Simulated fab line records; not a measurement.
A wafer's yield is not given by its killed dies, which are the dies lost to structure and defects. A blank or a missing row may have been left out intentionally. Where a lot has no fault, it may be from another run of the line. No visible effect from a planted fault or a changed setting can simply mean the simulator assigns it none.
What tool caused it? -- flow n5Finfet -- 10 lots, 30 wafers sampled, at 3 steps of a route of 1938

## WHAT THE GAUGES SHOWED, per wafer
N5_BEOL_M10_RS_MEAS_57: uses a four-point probe to measure.
lot,measured,on,M10_RS (ohm/sq)
L375,day 9 22:22,filmMetro-01,0.150 0.151 0.152
L378,day 11 02:52,filmMetro-01,0.144 0.155 0.148
L382,day 11 17:32,filmMetro-02,0.157 0.154 0.153
L385,day 12 23:10,filmMetro-01,0.153 0.155 0.154
L388,day 13 20:59,filmMetro-02,0.148 0.154 0.156
L392,day 14 17:08,filmMetro-02,0.149 0.152 0.147
L393,day 14 20:07,filmMetro-01,0.152 0.151 0.157
L394,day 14 23:37,filmMetro-01,0.157 0.157 0.154
L395,day 15 07:59,filmMetro-02,0.150 0.156 0.152
L396,day 15 14:36,filmMetro-01,0.149 0.161 0.154

## EACH LOT AND THE TOOL THAT RAN IT (in order: tool; ch and the chambers of the sampled wafers; start)
lot,N5_BEOL_M10_HM_OPEN_17,N5_BEOL_M10_STRIP_19
L375,"rieMetal-02 ch 0,1, day 9 17:34","rieDiel-02 ch 0,3, day 9 17:51"
L378,"rieMetal-02 ch 0,1, day 10 22:11","rieDiel-05 ch 1,3, day 10 22:18"
L382,"rieMetal-02 ch 0,1, day 11 12:07","rieDiel-06 ch 0,1,3, day 11 12:21"
L385,"rieMetal-01 ch 1, day 12 19:03","rieDiel-02 ch 0,1,2, day 12 19:16"
L388,"rieMetal-01 ch 0,1, day 13 17:23","rieDiel-02 ch 0,1,2, day 13 17:31"
L392,"rieMetal-03 ch 0,1, day 14 13:40","rieDiel-06 ch 0,2,3, day 14 13:47"
L393,"rieMetal-02 ch 0,1, day 14 16:25","rieDiel-05 ch 1,2, day 14 16:31"
L394,"rieMetal-03 ch 0,1, day 14 19:22","rieDiel-06 ch 1,2,3, day 14 19:28"
L395,"rieMetal-03 ch 0,1, day 15 03:19","rieDiel-02 ch 0,1, day 15 03:26"
L396,"rieMetal-02 ch 1, day 15 10:34","rieDiel-06 ch 0,2,3, day 15 10:52"
- N5_BEOL_M10_HM_OPEN_17: chemistry Cl2/BCl3, target TiN, target depth 20 nm, overetch 6 nm.
- N5_BEOL_M10_STRIP_19: strips in O2.

## THE ANSWER, worked out from the rows above alone
Rule: usual is defined by the lots themselves. Put in order of their means at a reading, lots are off if they are a third of the lots or fewer, leave a main group of 4 or more, and stand apart from it by a gap of 3 or more times the standard deviation of the main group's means; of several such gaps the widest counts. The tables above print the reading to a certain number of digits; a main group whose means all agree to those digits is not used. Also off: a lot with no number at a reading for which 4 or more lots have one. Any other lot the step has rows for is counted as sound.
No lot is off on any of the readings shown, so nothing can be concluded from this.

## WHAT WAS PUT IN BY THE SIMULATOR
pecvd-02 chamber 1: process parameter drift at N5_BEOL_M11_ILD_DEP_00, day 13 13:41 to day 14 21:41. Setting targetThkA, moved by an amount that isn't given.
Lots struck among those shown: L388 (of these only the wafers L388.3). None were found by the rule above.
